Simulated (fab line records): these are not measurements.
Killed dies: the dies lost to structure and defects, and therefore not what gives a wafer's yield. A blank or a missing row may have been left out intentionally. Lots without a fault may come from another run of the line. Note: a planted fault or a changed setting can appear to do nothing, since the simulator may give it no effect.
What tool caused it?    flow nand_harc    24 lots with 72 wafers sampled at 6 steps, on a route of 1159 steps

WHAT THE GAUGES SHOWED, per wafer
The record lacks any reading of a measuring or inspecting step that a usual standard deviation could be used to judge.

WHAT TOOL EACH LOT RAN ON (gives the tool, then ch and the chambers of the sampled wafers, and finally the start)
lot   NHARC_A_STAIRCASE_HM_OPEN_460                  NHARC_A_STAIRCASE_ETCH_294                     NHARC_A_STAIRCASE_HM_DEP_462   NHARC_A_SLIT_DEP_23              NHARC_A_WL_FILL_RTA_01            NHARC_A_WL_FILL_ETCHBACK_04
L074  rie_diel-06 ch 1,2,3, day 11 16:02 or earlier  rie_diel-06 ch 0,2,3, day 11 16:02 or earlier  acl_dep-03 ch 0, day 11 16:02  pecvd-03 ch 0,1,2, day 14 01:11  rtp_anneal-01 ch 0, day 14 13:17  rie_metal-03 ch 0,1, day 14 17:13
L076  rie_diel-10 ch 0,1,3, day 12 09:40 or earlier  rie_diel-10 ch 0,1,3, day 12 09:40 or earlier  acl_dep-03 ch 0, day 12 09:40  pecvd-03 ch 0,1,2, day 14 21:26  rtp_anneal-01 ch 0, day 15 09:54  rie_metal-02 ch 0,1, day 15 22:02
L077  rie_diel-06 ch 1,2,3, day 12 11:04 or earlier  rie_diel-06 ch 1,2,3, day 12 11:04 or earlier  acl_dep-02 ch 0, day 12 11:04  pecvd-02 ch 0,1,2, day 14 20:49  rtp_anneal-02 ch 0, day 15 09:41  rie_metal-01 ch 0,1, day 15 19:07
L075  rie_diel-10 ch 0,1, day 12 12:52 or earlier    rie_diel-10 ch 0,1, day 12 12:52 or earlier    acl_dep-03 ch 0, day 12 12:52  pecvd-03 ch 1,2, day 14 22:37    rtp_anneal-02 ch 0, day 15 12:17  rie_metal-01 ch 0,1, day 15 22:46
L078  rie_diel-02 ch 0,1,2, day 12 15:40 or earlier  rie_diel-02 ch 1,2, day 12 15:40 or earlier    acl_dep-03 ch 0, day 12 15:40  pecvd-03 ch 0,1,2, day 15 08:14  rtp_anneal-02 ch 0, day 15 18:37  rie_metal-02 ch 0,1, day 16 03:40
L079  rie_diel-06 ch 0,2, day 12 19:05 or earlier    rie_diel-06 ch 1,3, day 12 19:05 or earlier    acl_dep-02 ch 0, day 12 19:05  pecvd-03 ch 0,1,2, day 15 05:59  rtp_anneal-02 ch 0, day 15 18:20  rie_metal-03 ch 0,1, day 16 00:47
L081  rie_diel-10 ch 0,2,3, day 12 20:55 or earlier  rie_diel-10 ch 1,2,3, day 12 20:55 or earlier  acl_dep-02 ch 0, day 12 20:55  pecvd-01 ch 0,1, day 15 06:28    rtp_anneal-01 ch 0, day 15 18:30  rie_metal-02 ch 0,1, day 16 01:37
L080  rie_diel-10 ch 2,3, day 13 03:17 or earlier    rie_diel-10 ch 2,3, day 13 03:17 or earlier    acl_dep-02 ch 0, day 13 03:17  pecvd-02 ch 0,1,2, day 16 01:31  rtp_anneal-01 ch 0, day 16 16:12  rie_metal-03 ch 0,1, day 17 08:13
L082  rie_diel-02 ch 0,2,3, day 14 00:40 or earlier  rie_diel-02 ch 1,2, day 14 00:40 or earlier    acl_dep-01 ch 0, day 14 00:40  pecvd-02 ch 0,1,2, day 16 12:01  rtp_anneal-01 ch 0, day 17 00:26  rie_metal-02 ch 0,1, day 18 00:15
L084  rie_diel-10 ch 1,2,3, day 14 02:55 or earlier  rie_diel-10 ch 0,1,3, day 14 02:55 or earlier  acl_dep-03 ch 0, day 14 02:55  pecvd-01 ch 0,1, day 16 17:35    rtp_anneal-01 ch 0, day 17 06:45  rie_metal-03 ch 0,1, day 18 04:04
L083  rie_diel-06 ch 0,1, day 14 08:23 or earlier    rie_diel-06 ch 1,2, day 14 08:23 or earlier    acl_dep-02 ch 0, day 14 08:23  pecvd-02 ch 0,1,2, day 16 23:58  rtp_anneal-01 ch 0, day 17 12:19  rie_metal-02 ch 0,1, day 18 05:16
L085  rie_diel-02 ch 0,2,3, day 14 13:16 or earlier  rie_diel-02 ch 0,2,3, day 14 13:16 or earlier  acl_dep-01 ch 0, day 14 13:16  pecvd-03 ch 0,2, day 16 23:57    rtp_anneal-02 ch 0, day 17 12:25  rie_metal-01 ch 0,1, day 18 06:52
L090  rie_diel-10 ch 0,2,3, day 15 02:35 or earlier  rie_diel-10 ch 1,3, day 15 02:35 or earlier    acl_dep-01 ch 0, day 15 02:35  pecvd-02 ch 0,2, day 17 14:34    rtp_anneal-01 ch 0, day 18 02:32  rie_metal-01 ch 0,1, day 18 14:02
L087  rie_diel-06 ch 0,2,3, day 15 03:43 or earlier  rie_diel-06 ch 0,3, day 15 03:43 or earlier    acl_dep-02 ch 0, day 15 03:43  pecvd-03 ch 0,1, day 17 14:10    rtp_anneal-01 ch 0, day 18 02:22  rie_metal-01 ch 0,1, day 18 10:52
L089  rie_diel-10 ch 0,1,3, day 15 06:26 or earlier  rie_diel-10 ch 0,1, day 15 06:26 or earlier    acl_dep-02 ch 0, day 15 06:26  pecvd-02 ch 0,1,2, day 17 14:12  rtp_anneal-02 ch 0, day 18 02:26  rie_metal-02 ch 0,1, day 18 10:44
L088  rie_diel-10 ch 0,3, day 15 06:29 or earlier    rie_diel-10 ch 0,1, day 15 06:29 or earlier    acl_dep-01 ch 0, day 15 06:29  pecvd-02 ch 0,2, day 17 23:04    rtp_anneal-02 ch 0, day 18 13:31  rie_metal-03 ch 0,1, day 18 20:35
L086  rie_diel-02 ch 0,1, day 15 07:52 or earlier    rie_diel-02 ch 0,1, day 15 07:52 or earlier    acl_dep-03 ch 0, day 15 07:52  pecvd-01 ch 1,2, day 17 23:15    rtp_anneal-02 ch 0, day 18 13:11  rie_metal-02 ch 0,1, day 18 17:45
L091  rie_diel-10 ch 0,1,3, day 15 15:53 or earlier  rie_diel-10 ch 0,2,3, day 15 15:53 or earlier  acl_dep-01 ch 0, day 15 15:53  pecvd-02 ch 1,2, day 17 23:17    rtp_anneal-02 ch 0, day 18 13:21  rie_metal-01 ch 0,1, day 18 19:19
L092  rie_diel-06 ch 0,1,3, day 16 01:26 or earlier  rie_diel-06 ch 1,3, day 16 01:26 or earlier    acl_dep-01 ch 0, day 16 01:26  pecvd-03 ch 0,1,2, day 18 19:46  rtp_anneal-02 ch 0, day 19 08:04  rie_metal-03 ch 0,1, day 19 14:02
L093  rie_diel-06 ch 0,1,2, day 16 08:43 or earlier  rie_diel-06 ch 0,1,3, day 16 08:43 or earlier  acl_dep-01 ch 0, day 16 08:43  pecvd-02 ch 0,2, day 19 06:55    rtp_anneal-02 ch 0, day 19 19:17  rie_metal-01 ch 0,1, day 20 00:59
L094  rie_diel-10 ch 0,1, day 16 18:31 or earlier    rie_diel-10 ch 0,2, day 16 18:31 or earlier    acl_dep-03 ch 0, day 16 18:31  pecvd-01 ch 1,2, day 19 14:03    rtp_anneal-01 ch 0, day 20 01:34  rie_metal-03 ch 0,1, day 20 08:17
L096  rie_diel-06 ch 0,1,3, day 16 19:10 or earlier  rie_diel-06 ch 1,3, day 16 19:10 or earlier    acl_dep-01 ch 0, day 16 19:10  pecvd-03 ch 0,1,2, day 19 13:12  rtp_anneal-02 ch 0, day 20 01:15  rie_metal-01 ch 0,1, day 20 05:12
L095  rie_diel-10 ch 1,2, day 17 00:20 or earlier    rie_diel-10 ch 1,2, day 17 00:20 or earlier    acl_dep-02 ch 0, day 17 00:20  pecvd-01 ch 0,1, day 19 14:23    rtp_anneal-02 ch 0, day 20 01:29  rie_metal-01 ch 0,1, day 20 05:29
L097  rie_diel-02 ch 0,1,2, day 17 15:57 or earlier  rie_diel-02 ch 0,1,2, day 17 15:57 or earlier  acl_dep-01 ch 0, day 17 15:57  pecvd-01 ch 0,1, day 20 09:13    rtp_anneal-02 ch 0, day 20 21:24  rie_metal-03 ch 0,1, day 21 04:03
- NHARC_A_STAIRCASE_HM_OPEN_460: chemistry O2/COS.
- NHARC_A_STAIRCASE_ETCH_294: etches the open film in C4F8/O2/Ar, target depth 4992 nm, time 1212.4 s.
- NHARC_A_STAIRCASE_HM_DEP_462: deposits aC, target thk 800 nm.
- NHARC_A_SLIT_DEP_23: deposits SiON, target thk 100 nm.
- NHARC_A_WL_FILL_RTA_01: time 5 s.
- NHARC_A_WL_FILL_ETCHBACK_04: etches the open film in NF3, target depth 60 nm, time 120 s.

AS READ BY THE TOOLS THEMSELVES (means over the sampled wafers that have a number; for cases with no such wafer, the mark the record gives instead)
NHARC_A_STAIRCASE_HM_OPEN_460. Usual: drypump_motor_current_A 6.0 A, standard deviation 0.36; oes_product_au 1.002 a.u., standard deviation 0.01; rf_vpp_V 468 V, standard deviation 3.2; showerhead_plenum_p_Torr 3.18 Torr, standard deviation 0.15; throttle_valve_pct 28.330 %, standard deviation 0.0092.
lot   tool         drypump_motor_current_A (A)  oes_product_au (a.u.)  rf_vpp_V (V)  showerhead_plenum_p_Torr (Torr)  throttle_valve_pct (%)  flag
L074  rie_diel-06  5.8                          1.005                  470           3.28                             28.329                  
L076  rie_diel-10  5.9                          1.000                  468           3.18                             28.330                  
L077  rie_diel-06  5.8                          1.014                  470           3.27                             28.337                  
L075  rie_diel-10  5.9                          1.003                  472           3.33                             28.332                  
L078  rie_diel-02  5.6                          0.989                  465           3.03                             28.327                  
L079  rie_diel-06  5.8                          0.993                  468           3.15                             28.340                  
L081  rie_diel-10  6.2                          1.009                  469           3.13                             28.330                  
L080  rie_diel-10  6.3                          1.004                  466           3.11                             28.317                  
L082  rie_diel-02  5.9                          0.988                  466           3.07                             28.329                  
L084  rie_diel-10  6.0                          0.994                  468           3.15                             28.331                  
L083  rie_diel-06  6.3                          0.990                  468           3.17                             28.328                  
L085  rie_diel-02  5.9                          0.998                  466           3.06                             28.335                  
L090  rie_diel-10  6.2                          0.993                  467           3.12                             28.328                  
L087  rie_diel-06  6.0                          1.006                  468           3.16                             28.330                  
L089  rie_diel-10  5.9                          1.012                  468           3.16                             28.338                  
L088  rie_diel-10  6.1                          0.997                  468           3.14                             28.329                  
L086  rie_diel-02  5.6                          1.012                  465           3.01                             28.323                  
L091  rie_diel-10  6.0                          1.003                  468           3.16                             28.323                  
L092  rie_diel-06  6.2                          1.009                  470           3.22                             28.337                  
L093  rie_diel-06  5.9                          0.997                  469           3.19                             28.327                  
L094  rie_diel-10  6.0                          1.005                  471           3.29                             28.328                  
L096  rie_diel-06  6.2                          1.004                  469           3.22                             28.324                  
L095  rie_diel-10  5.9                          1.007                  471           3.29                             28.336                  
L097  rie_diel-02  5.6                          0.998                  465           3.01                             28.326                  

NHARC_A_STAIRCASE_ETCH_294. Usual: oes_product_au 0.935 a.u., standard deviation 0.012; rf_vpp_V 1831 V, standard deviation 12.
lot   tool         oes_product_au (a.u.)  rf_vpp_V (V)  flag
L074  rie_diel-06  0.932                  1832          
L076  rie_diel-10  0.925                  1831          
L077  rie_diel-06  0.954                  1840          
L075  rie_diel-10  0.933                  1842          
L078  rie_diel-02  0.937                  1822          
L079  rie_diel-06  0.938                  1844          
L081  rie_diel-10  0.947                  1830          
L080  rie_diel-10  0.923                  1816          
L082  rie_diel-02  0.930                  1821          
L084  rie_diel-10  0.924                  1831          
L083  rie_diel-06  0.949                  1841          
L085  rie_diel-02  0.925                  1822          
L090  rie_diel-10  0.928                  1819          
L087  rie_diel-06  0.934                  1828          
L089  rie_diel-10  0.936                  1842          
L088  rie_diel-10  0.930                  1841          
L086  rie_diel-02  0.930                  1816          
L091  rie_diel-10  0.930                  1826          
L092  rie_diel-06  0.959                  1843          
L093  rie_diel-06  0.938                  1835          
L094  rie_diel-10  0.939                  1835          
L096  rie_diel-06  0.937                  1840          
L095  rie_diel-10  0.933                  1837          
L097  rie_diel-02  0.931                  1817          

NHARC_A_STAIRCASE_HM_DEP_462. Usual: throttle_valve_pct reads 35.000 % (standard deviation 0.0081).
lot   tool        throttle_valve_pct (%)  flag
L074  acl_dep-03  34.999                  
L076  acl_dep-03  35.005                  
L077  acl_dep-02  35.009                  
L075  acl_dep-03  34.996                  
L078  acl_dep-03  35.010                  
L079  acl_dep-02  34.998                  
L081  acl_dep-02  34.998                  
L080  acl_dep-02  35.001                  
L082  acl_dep-01  35.003                  
L084  acl_dep-03  34.995                  
L083  acl_dep-02  35.003                  
L085  acl_dep-01  34.995                  
L090  acl_dep-01  34.996                  
L087  acl_dep-02  35.008                  
L089  acl_dep-02  35.007                  
L088  acl_dep-01  35.000                  
L086  acl_dep-03  34.994                  
L091  acl_dep-01  35.000                  
L092  acl_dep-01  34.996                  
L093  acl_dep-01  35.002                  
L094  acl_dep-03  35.006                  
L096  acl_dep-01  35.005                  
L095  acl_dep-02  35.008                  
L097  acl_dep-01  34.996                  

NHARC_A_SLIT_DEP_23. Usual: heater_power_w reads 699 W (standard deviation 68).
lot   tool      heater_power_w (W)  flag
L074  pecvd-03  687                 
L076  pecvd-03  768                 
L077  pecvd-02  667                 
L075  pecvd-03  743                 
L078  pecvd-03  683                 
L079  pecvd-03  756                 
L081  pecvd-01  705                 
L080  pecvd-02  632                 
L082  pecvd-02  675                 
L084  pecvd-01  735                 
L083  pecvd-02  716                 
L085  pecvd-03  774                 
L090  pecvd-02  642                 
L087  pecvd-03  735                 
L089  pecvd-02  675                 
L088  pecvd-02  707                 
L086  pecvd-01  737                 
L091  pecvd-02  684                 
L092  pecvd-03  707                 
L093  pecvd-02  635                 
L094  pecvd-01  715                 
L096  pecvd-03  756                 
L095  pecvd-01  726                 
L097  pecvd-01  677                 

NHARC_A_WL_FILL_RTA_01. Usual: lamp_power_pct 32 %, standard deviation 3.5; lamp_zone_3_pct 32 %, standard deviation 3.5; wafer_temp_C_max 1005.5, standard deviation 2.6.
lot   tool           lamp_power_pct (%)  lamp_zone_3_pct (%)  wafer_temp_C_max  flag
L074  rtp_anneal-01  28                  28                   1002.6            
L076  rtp_anneal-01  28                  28                   1003.3            
L077  rtp_anneal-02  35                  35                   1007.9            
L075  rtp_anneal-02  35                  35                   1007.6            
L078  rtp_anneal-02  35                  35                   1006.2            
L079  rtp_anneal-02  35                  35                   1007.0            
L081  rtp_anneal-01  28                  28                   1002.1            
L080  rtp_anneal-01  28                  28                   1002.1            
L082  rtp_anneal-01  28                  28                   1003.4            
L084  rtp_anneal-01  28                  28                   1002.5            
L083  rtp_anneal-01  28                  28                   1003.1            
L085  rtp_anneal-02  35                  35                   1007.6            
L090  rtp_anneal-01  28                  28                   1003.1            
L087  rtp_anneal-01  28                  28                   1002.5            
L089  rtp_anneal-02  35                  35                   1009.3            
L088  rtp_anneal-02  35                  35                   1007.2            
L086  rtp_anneal-02  35                  35                   1006.6            
L091  rtp_anneal-02  35                  35                   1008.1            
L092  rtp_anneal-02  35                  35                   1009.0            
L093  rtp_anneal-02  35                  35                   1007.6            
L094  rtp_anneal-01  28                  28                   1001.9            
L096  rtp_anneal-02  35                  35                   1008.1            
L095  rtp_anneal-02  35                  35                   1007.1            
L097  rtp_anneal-02  35                  35                   1007.5            

NHARC_A_WL_FILL_ETCHBACK_04. Usual: drypump_motor_current_A 5.7 A, standard deviation 0.35; oes_product_au 1.003 a.u., standard deviation 0.008.
lot   tool          drypump_motor_current_A (A)  oes_product_au (a.u.)  flag
L074  rie_metal-03  5.6                          1.004                  
L076  rie_metal-02  5.4                          0.995                  
L077  rie_metal-01  6.0                          0.999                  
L075  rie_metal-01  5.9                          1.004                  
L078  rie_metal-02  5.4                          1.003                  
L079  rie_metal-03  5.8                          1.012                  
L081  rie_metal-02  5.4                          0.999                  
L080  rie_metal-03  5.6                          1.004                  
L082  rie_metal-02  5.4                          1.000                  
L084  rie_metal-03  5.8                          1.011                  
L083  rie_metal-02  5.4                          1.002                  
L085  rie_metal-01  6.0                          1.003                  
L090  rie_metal-01  6.0                          1.005                  
L087  rie_metal-01  5.9                          1.014                  
L089  rie_metal-02  5.4                          1.009                  
L088  rie_metal-03  5.8                          1.002                  
L086  rie_metal-02  5.2                          1.002                  
L091  rie_metal-01  5.8                          1.000                  
L092  rie_metal-03  5.8                          1.002                  
L093  rie_metal-01  6.0                          1.003                  
L094  rie_metal-03  5.7                          0.998                  
L096  rie_metal-01  6.0                          0.997                  
L095  rie_metal-01  6.0                          1.001                  
L097  rie_metal-03  5.8                          0.993                  

THE ANSWER, worked out from the rows above alone
Rule: take the mean of a lot's wafers that have a number; if it is more than 3 standard deviations from the usual mean, the lot is off. Also off: a lot with no number at a reading for which 4 or more lots have one. The other lots that the step has rows for count as sound. The gauges are gone through in route order, then the tools' own readings, and for those a lot's mean is taken as printed above. At the first step where some lot is off, the reading lying furthest off is the one used; lots without a number count as furthest.
Nothing can be told from this: no lot is off at any reading shown.

WHAT WAS PUT IN BY THE SIMULATOR
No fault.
